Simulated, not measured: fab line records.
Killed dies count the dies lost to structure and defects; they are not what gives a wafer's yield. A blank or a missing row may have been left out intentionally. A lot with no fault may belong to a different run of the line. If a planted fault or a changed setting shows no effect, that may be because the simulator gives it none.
Which tool is to blame?	flow nand_harc	24 lots, 72 wafers sampled, at 4 steps of a route of 1159

## WHAT THE GAUGES READ, wafer by wafer
NHARC_P_M2_INSPECT_11.
lot	measured	on	raw_defect_count
L074	day 5 21:31	defect_inspect-01	5 5 3
L076	day 6 07:28	defect_inspect-02	6 1 3
L075	day 6 07:50	defect_inspect-01	4 5 5
L078	day 7 01:08	defect_inspect-01	5 5 6
L077	day 7 01:25	defect_inspect-02	6 4 4
L079	day 7 11:06	defect_inspect-02	5 7 2
L081	day 7 16:41	defect_inspect-02	4 2 4
L080	day 7 16:57	defect_inspect-02	6 3 4
L083	day 8 08:50	defect_inspect-02	4 5 2
L082	day 8 08:59	defect_inspect-02	3 2 5
L084	day 8 14:35	defect_inspect-01	4 6 6
L086	day 9 10:44	defect_inspect-01	5 5 5
L088	day 9 11:09	defect_inspect-02	2 3 3
L087	day 9 11:47	defect_inspect-01	2 5 1
L085	day 9 14:40	defect_inspect-02	3 2 3
L089	day 9 20:46	defect_inspect-01	1 4 2
L092	day 10 10:58	defect_inspect-02	6 8 4
L090	day 10 11:11	defect_inspect-02	4 6 4
L091	day 10 11:20	defect_inspect-01	6 4 1
L093	day 10 18:23	defect_inspect-02	5 2 4
L094	day 11 04:47	defect_inspect-01	4 1 2
L097	day 11 13:17	defect_inspect-02	0 3 4
L095	day 11 14:20	defect_inspect-02	4 10 3
L096	day 11 14:47	defect_inspect-02	4 1 2

NHARC_P_BONDPAD_CD_MEAS_13.
lot	measured	on	cd_nm (nm)
L074	day 6 02:27	cd_sem-03	500.9 497.3 499.6
L076	day 6 12:20	cd_sem-01	500.7 499.4 500.2
L075	day 6 13:20	cd_sem-03	500.5 500.0 501.9
L078	day 7 06:07	cd_sem-01	502.8 501.5 502.3
L077	day 7 06:36	cd_sem-03	504.6 502.3 502.7
L079	day 7 16:42	cd_sem-03	499.2 498.2 502.3
L081	day 7 21:37	cd_sem-01	506.4 503.5 503.4
L080	day 7 22:23	cd_sem-02	499.6 498.9 499.9
L083	day 8 13:46	cd_sem-02	499.3 501.9 503.1
L082	day 8 14:06	cd_sem-02	501.0 499.8 503.4
L084	day 8 19:36	cd_sem-01	499.2 497.0 497.5
L086	day 9 15:50	cd_sem-02	504.4 504.2 502.0
L088	day 9 16:34	cd_sem-03	505.9 501.6 502.2
L087	day 9 17:28	cd_sem-01	500.7 502.3 500.8
L085	day 9 19:38	cd_sem-03	504.2 504.8 503.7
L089	day 10 01:37	cd_sem-01	501.9 502.7 505.0
L092	day 10 15:47	cd_sem-03	497.1 498.9 498.0
L090	day 10 16:17	cd_sem-02	502.9 503.3 503.3
L091	day 10 16:35	cd_sem-01	501.0 499.5 500.0
L093	day 10 23:34	cd_sem-03	498.1 500.7 498.2
L094	day 11 09:51	cd_sem-02	499.5 502.2 498.1
L097	day 11 18:16	cd_sem-01	502.7 499.5 502.1
L095	day 11 19:10	cd_sem-03	498.0 502.3 500.1
L096	day 11 19:47	cd_sem-03	499.9 502.7 500.9

## WHICH TOOL RAN EACH LOT (tool, then ch and the chambers of the sampled wafers, then the start)
lot	NHARC_P_M2_ANNEAL_31	NHARC_P_BONDPAD_DEP_00
L074	rtp_anneal-01 ch 0, day 5 23:21	pecvd-02 ch 0,1,2, day 6 00:42
L076	rtp_anneal-02 ch 0, day 6 09:20	pecvd-04 ch 0,1,2, day 6 10:46
L075	rtp_anneal-02 ch 0, day 6 09:56	pecvd-02 ch 0,1,2, day 6 13:20 or earlier
L078	rtp_anneal-02 ch 0, day 7 03:01	pecvd-02 ch 0,1,2, day 7 06:07 or earlier
L077	rtp_anneal-01 ch 0, day 7 03:16	pecvd-02 ch 0,1,2, day 7 04:52
L079	rtp_anneal-01 ch 0, day 7 12:55	pecvd-04 ch 0,1, day 7 16:42 or earlier
L081	rtp_anneal-02 ch 0, day 7 18:40	pecvd-03 ch 1,2, day 7 19:59
L080	rtp_anneal-02 ch 0, day 7 19:16	pecvd-04 ch 1,2, day 7 22:23 or earlier
L083	rtp_anneal-02 ch 0, day 8 10:40	pecvd-04 ch 0,1, day 8 13:46 or earlier
L082	rtp_anneal-01 ch 0, day 8 10:58	pecvd-04 ch 0,1,2, day 8 12:20
L084	rtp_anneal-01 ch 0, day 8 16:32	pecvd-02 ch 0,1,2, day 8 19:36 or earlier
L086	rtp_anneal-01 ch 0, day 9 12:38	pecvd-02 ch 0,2, day 9 15:50 or earlier
L088	rtp_anneal-01 ch 0, day 9 13:25	pecvd-02 ch 0,1,2, day 9 14:51
L087	rtp_anneal-02 ch 0, day 9 13:46	pecvd-02 ch 0,1,2, day 9 15:41
L085	rtp_anneal-01 ch 0, day 9 16:35	pecvd-03 ch 0,1, day 9 19:38 or earlier
L089	rtp_anneal-02 ch 0, day 9 22:46	pecvd-02 ch 0,1,2, day 10 00:08
L092	rtp_anneal-02 ch 0, day 10 12:50	pecvd-03 ch 0,1, day 10 15:47 or earlier
L090	rtp_anneal-02 ch 0, day 10 13:12	pecvd-04 ch 1,2, day 10 14:37
L091	rtp_anneal-01 ch 0, day 10 13:32	pecvd-02 ch 0,1, day 10 16:35 or earlier
L093	rtp_anneal-02 ch 0, day 10 20:26	pecvd-02 ch 0,1, day 10 23:34 or earlier
L094	rtp_anneal-02 ch 0, day 11 06:40	pecvd-03 ch 0,1, day 11 08:09
L097	rtp_anneal-01 ch 0, day 11 15:07	pecvd-04 ch 0,1,2, day 11 16:31
L095	rtp_anneal-02 ch 0, day 11 16:10	pecvd-03 ch 0,1,2, day 11 17:35
L096	rtp_anneal-02 ch 0, day 11 16:50	pecvd-02 ch 0,1,2, day 11 19:47 or earlier
- NHARC_P_M2_ANNEAL_31: time 90 s.
- NHARC_P_BONDPAD_DEP_00: deposits SiCN, target thk 250 nm.

## WHAT THE TOOLS THEMSELVES READ (means of the sampled wafers that have a number; where no wafer has one, the mark that the record gives instead)
NHARC_P_M2_ANNEAL_31.
lot	tool	wafer_temp_C_max
L074	rtp_anneal-01	226.6
L076	rtp_anneal-02	225.8
L075	rtp_anneal-02	225.7
L078	rtp_anneal-02	225.8
L077	rtp_anneal-01	227.0
L079	rtp_anneal-01	226.4
L081	rtp_anneal-02	225.6
L080	rtp_anneal-02	225.4
L083	rtp_anneal-02	225.7
L082	rtp_anneal-01	226.4
L084	rtp_anneal-01	226.4
L086	rtp_anneal-01	226.3
L088	rtp_anneal-01	226.4
L087	rtp_anneal-02	225.5
L085	rtp_anneal-01	226.4
L089	rtp_anneal-02	225.7
L092	rtp_anneal-02	225.5
L090	rtp_anneal-02	225.4
L091	rtp_anneal-01	226.4
L093	rtp_anneal-02	225.7
L094	rtp_anneal-02	225.7
L097	rtp_anneal-01	226.2
L095	rtp_anneal-02	225.4
L096	rtp_anneal-02	225.6

NHARC_P_BONDPAD_DEP_00.
lot	tool	heater_power_w (W)	showerhead_vpp_V (V)
L074	pecvd-02	567	1276
L076	pecvd-04	622	1329
L075	pecvd-02	575	1282
L078	pecvd-02	519	1280
L077	pecvd-02	542	1284
L079	pecvd-04	681	1368
L081	pecvd-03	487	1341
L080	pecvd-04	574	1301
L083	pecvd-04	677	1350
L082	pecvd-04	649	1311
L084	pecvd-02	488	1285
L086	pecvd-02	542	1277
L088	pecvd-02	525	1292
L087	pecvd-02	528	1293
L085	pecvd-03	626	1360
L089	pecvd-02	520	1281
L092	pecvd-03	606	1371
L090	pecvd-04	603	1275
L091	pecvd-02	524	1295
L093	pecvd-02	454	1277
L094	pecvd-03	617	1383
L097	pecvd-04	631	1324
L095	pecvd-03	572	1367
L096	pecvd-02	561	1280

## THE ANSWER, worked out from the rows above alone
Rule: the lots themselves supply what counts as usual. Put in order of their means at a reading, lots are off if they are a third of the lots or fewer, leave a main group of 4 or more, and stand apart from it by a gap of 3 or more times the standard deviation of the main group's means; of several such gaps the widest counts. Not used: any main group whose means are identical at the precision the tables above print for the reading. Also off: a lot with no number at a reading for which 4 or more lots have one. The other lots that the step has rows for count as sound. First the gauges in route order, then the tools' own readings, where a lot's mean is used as printed above. The first step at which some lot is off is used, and at that step the reading that is off furthest; a lot without a number counts as furthest.
None of the lots is off at any reading shown; this tells nothing.

## WHAT THE SIMULATOR HAD PUT IN
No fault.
